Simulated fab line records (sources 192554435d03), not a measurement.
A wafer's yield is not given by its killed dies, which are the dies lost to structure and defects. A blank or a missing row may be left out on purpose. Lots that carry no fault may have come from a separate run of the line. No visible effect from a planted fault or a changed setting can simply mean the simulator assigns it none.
Split-lot study :: flow n5-finfet :: on a route of 1938 steps: 7 lots, 39 wafers read

== ON THE SPLIT ==
At N5_HKMG_FIN_ETCH_54 (etches SiARC in CF4, target depth 45.5 nm, time 75.8 s), the setting source-w was moved away from the recipe's 545 W on 18 of the 39 wafers read, by -15.6% to +13.1%. The other wafers ran this setting at the recipe's value.

The reading is taken at the split's own step.

== THE READING ==
rf-vpp-V, in V, at N5_HKMG_FIN_ETCH_54 (etches SiARC in CF4, target depth 45.5 nm, time 75.8 s). A value of 184.2 V with a standard deviation of 1.2 V is what fault-free wafers of this fab line usually give.

wafer: L077.1
tool, chamber at the split: rie-diel-01, 3
source-w as run, W: 468.7
against the recipe: -14.0%
rf-vpp-V, V: 193.2
against lot-mates on the recipe: +9.3

wafer: L077.2
tool, chamber at the split: rie-diel-01, 0
source-w as run, W: 468.7
against the recipe: -14.0%
rf-vpp-V, V: 195.6
against lot-mates on the recipe: +11.7

wafer: L077.3
tool, chamber at the split: rie-diel-01, 2
source-w as run, W: 545
against the recipe: recipe
rf-vpp-V, V: 183.5
against lot-mates on the recipe: -

wafer: L077.4
tool, chamber at the split: rie-diel-01, 1
source-w as run, W: 468.7
against the recipe: -14.0%
rf-vpp-V, V: 195.7
against lot-mates on the recipe: +11.8

wafer: L077.5
tool, chamber at the split: rie-diel-01, 2
source-w as run, W: 545
against the recipe: recipe
rf-vpp-V, V: 183.6
against lot-mates on the recipe: -

wafer: L077.6
tool, chamber at the split: rie-diel-01, 1
source-w as run, W: 545
against the recipe: recipe
rf-vpp-V, V: 184.7
against lot-mates on the recipe: -

wafer: L080.2
tool, chamber at the split: rie-diel-02, 3
source-w as run, W: 545
against the recipe: recipe
rf-vpp-V, V: 186.8
against lot-mates on the recipe: -

wafer: L080.3
tool, chamber at the split: rie-diel-02, 2
source-w as run, W: 545
against the recipe: recipe
rf-vpp-V, V: 183.8
against lot-mates on the recipe: -

wafer: L080.6
tool, chamber at the split: rie-diel-02, 3
source-w as run, W: 545
against the recipe: recipe
rf-vpp-V, V: 184.6
against lot-mates on the recipe: -

wafer: L083.1
tool, chamber at the split: rie-diel-02, 1
source-w as run, W: 508.9
against the recipe: -6.6%
rf-vpp-V, V: 190.6
against lot-mates on the recipe: +5.6

wafer: L083.2
tool, chamber at the split: rie-diel-02, 0
source-w as run, W: 545
against the recipe: recipe
rf-vpp-V, V: 184.8
against lot-mates on the recipe: -

wafer: L083.3
tool, chamber at the split: rie-diel-02, 2
source-w as run, W: 508.9
against the recipe: -6.6%
rf-vpp-V, V: 188.9
against lot-mates on the recipe: +3.9

wafer: L083.4
tool, chamber at the split: rie-diel-02, 3
source-w as run, W: 508.9
against the recipe: -6.6%
rf-vpp-V, V: 189.2
against lot-mates on the recipe: +4.2

wafer: L083.5
tool, chamber at the split: rie-diel-02, 1
source-w as run, W: 545
against the recipe: recipe
rf-vpp-V, V: 186.1
against lot-mates on the recipe: -

wafer: L083.6
tool, chamber at the split: rie-diel-02, 2
source-w as run, W: 545
against the recipe: recipe
rf-vpp-V, V: 184.0
against lot-mates on the recipe: -

wafer: L090.1
tool, chamber at the split: rie-diel-01, 2
source-w as run, W: 545
against the recipe: recipe
rf-vpp-V, V: 182.8
against lot-mates on the recipe: -

wafer: L090.2
tool, chamber at the split: rie-diel-01, 1
source-w as run, W: 545
against the recipe: recipe
rf-vpp-V, V: 184.5
against lot-mates on the recipe: -

wafer: L090.3
tool, chamber at the split: rie-diel-01, 0
source-w as run, W: 615.2
against the recipe: +12.9%
rf-vpp-V, V: 175.3
against lot-mates on the recipe: -8.0

wafer: L090.4
tool, chamber at the split: rie-diel-01, 0
source-w as run, W: 615.2
against the recipe: +12.9%
rf-vpp-V, V: 175.9
against lot-mates on the recipe: -7.4

wafer: L090.5
tool, chamber at the split: rie-diel-01, 2
source-w as run, W: 545
against the recipe: recipe
rf-vpp-V, V: 182.6
against lot-mates on the recipe: -

wafer: L090.6
tool, chamber at the split: rie-diel-01, 1
source-w as run, W: 615.2
against the recipe: +12.9%
rf-vpp-V, V: 178.7
against lot-mates on the recipe: -4.6

wafer: L091.1
tool, chamber at the split: rie-diel-05, 0
source-w as run, W: 545
against the recipe: recipe
rf-vpp-V, V: 185.0
against lot-mates on the recipe: -

wafer: L091.2
tool, chamber at the split: rie-diel-05, 1
source-w as run, W: 616.2
against the recipe: +13.1%
rf-vpp-V, V: 175.5
against lot-mates on the recipe: -8.1

wafer: L091.3
tool, chamber at the split: rie-diel-05, 2
source-w as run, W: 545
against the recipe: recipe
rf-vpp-V, V: 183.4
against lot-mates on the recipe: -

wafer: L091.4
tool, chamber at the split: rie-diel-05, 3
source-w as run, W: 545
against the recipe: recipe
rf-vpp-V, V: 182.3
against lot-mates on the recipe: -

wafer: L091.5
tool, chamber at the split: rie-diel-05, 3
source-w as run, W: 616.2
against the recipe: +13.1%
rf-vpp-V, V: 176.1
against lot-mates on the recipe: -7.5

wafer: L091.6
tool, chamber at the split: rie-diel-05, 0
source-w as run, W: 616.2
against the recipe: +13.1%
rf-vpp-V, V: 176.0
against lot-mates on the recipe: -7.6

wafer: L094.1
tool, chamber at the split: rie-diel-05, 0
source-w as run, W: 491.9
against the recipe: -9.7%
rf-vpp-V, V: 191.0
against lot-mates on the recipe: +6.4

wafer: L094.2
tool, chamber at the split: rie-diel-05, 3
source-w as run, W: 545
against the recipe: recipe
rf-vpp-V, V: 183.2
against lot-mates on the recipe: -

wafer: L094.3
tool, chamber at the split: rie-diel-05, 2
source-w as run, W: 545
against the recipe: recipe
rf-vpp-V, V: 185.5
against lot-mates on the recipe: -

wafer: L094.4
tool, chamber at the split: rie-diel-05, 1
source-w as run, W: 545
against the recipe: recipe
rf-vpp-V, V: 185.2
against lot-mates on the recipe: -

wafer: L094.5
tool, chamber at the split: rie-diel-05, 3
source-w as run, W: 491.9
against the recipe: -9.7%
rf-vpp-V, V: 189.5
against lot-mates on the recipe: +4.9

wafer: L094.6
tool, chamber at the split: rie-diel-05, 2
source-w as run, W: 491.9
against the recipe: -9.7%
rf-vpp-V, V: 191.7
against lot-mates on the recipe: +7.1

wafer: L097.1
tool, chamber at the split: rie-diel-05, 1
source-w as run, W: 459.9
against the recipe: -15.6%
rf-vpp-V, V: 195.0
against lot-mates on the recipe: +10.4

wafer: L097.2
tool, chamber at the split: rie-diel-05, 3
source-w as run, W: 545
against the recipe: recipe
rf-vpp-V, V: 184.3
against lot-mates on the recipe: -

wafer: L097.3
tool, chamber at the split: rie-diel-05, 2
source-w as run, W: 545
against the recipe: recipe
rf-vpp-V, V: 184.7
against lot-mates on the recipe: -

wafer: L097.4
tool, chamber at the split: rie-diel-05, 2
source-w as run, W: 545
against the recipe: recipe
rf-vpp-V, V: 184.8
against lot-mates on the recipe: -

wafer: L097.5
tool, chamber at the split: rie-diel-05, 3
source-w as run, W: 459.9
against the recipe: -15.6%
rf-vpp-V, V: 192.9
against lot-mates on the recipe: +8.3

wafer: L097.6
tool, chamber at the split: rie-diel-05, 1
source-w as run, W: 459.9
against the recipe: -15.6%
rf-vpp-V, V: 195.7
against lot-mates on the recipe: +11.1

THE FIT
A straight line over all 39 wafers: rf-vpp-V changes by -0.666 V for each +1% of source-w; r = -0.98; the points scatter about the line by 1.2 V.
The same after taking each lot's own level away (the mean of its wafers on the recipe; 39 wafers): -0.631 V for each +1%; r = -0.98; scatter 1.2 V.
Per that fit: largest source-w move, reading shift of 9.8 V.
The lots' own levels span 183.30 to 185.07 V, that is 1.5 times the standard deviation above.
So the lot-to-lot level changes the slope little: the two slopes agree.
Check: with one of the wafers moved furthest among these (-15.6%) left out of the fit, the line predicts +10.2 V for it against its lot-mates. Against them it came out at +10.4 V.
Tool readings at the split's step, against how far the setting was moved: etch-rf-on-time-s r = -0.94; rf-vpp-V r = -0.98.

== OTHER SPLITS ON THESE WAFERS ==
Note: prior to the reading, these wafers also went through further splits. Each is held against what the fit with the lots' levels taken away leaves over:
other split on the same wafers: N5_FIN_CUT_CUT_ETCH_26 time-s
wafers away from the commonest value: 6
r with rf-vpp-V (lot level and that fit taken away): +0.10

== THE WHOLE CHAIN: every reading that the file lists as answering this split, in the file's order ==
step: N5_HKMG_FIN_ETCH_54
what it does: etches SiARC in CF4, target depth 45.5 nm, time 75.8 s
reading: etch-rf-on-time-s
change (the file's fit): withheld for each +1% of the setting
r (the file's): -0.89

step: N5_HKMG_FIN_ETCH_54
what it does: etches SiARC in CF4, target depth 45.5 nm, time 75.8 s
reading: rf-vpp-V
change (the file's fit): -0.638 V for each +1% of the setting
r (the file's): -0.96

== THE FILE'S OWN FIT ==
rf-vpp-V changes by -0.638 V for each +1% of source-w, r = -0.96.
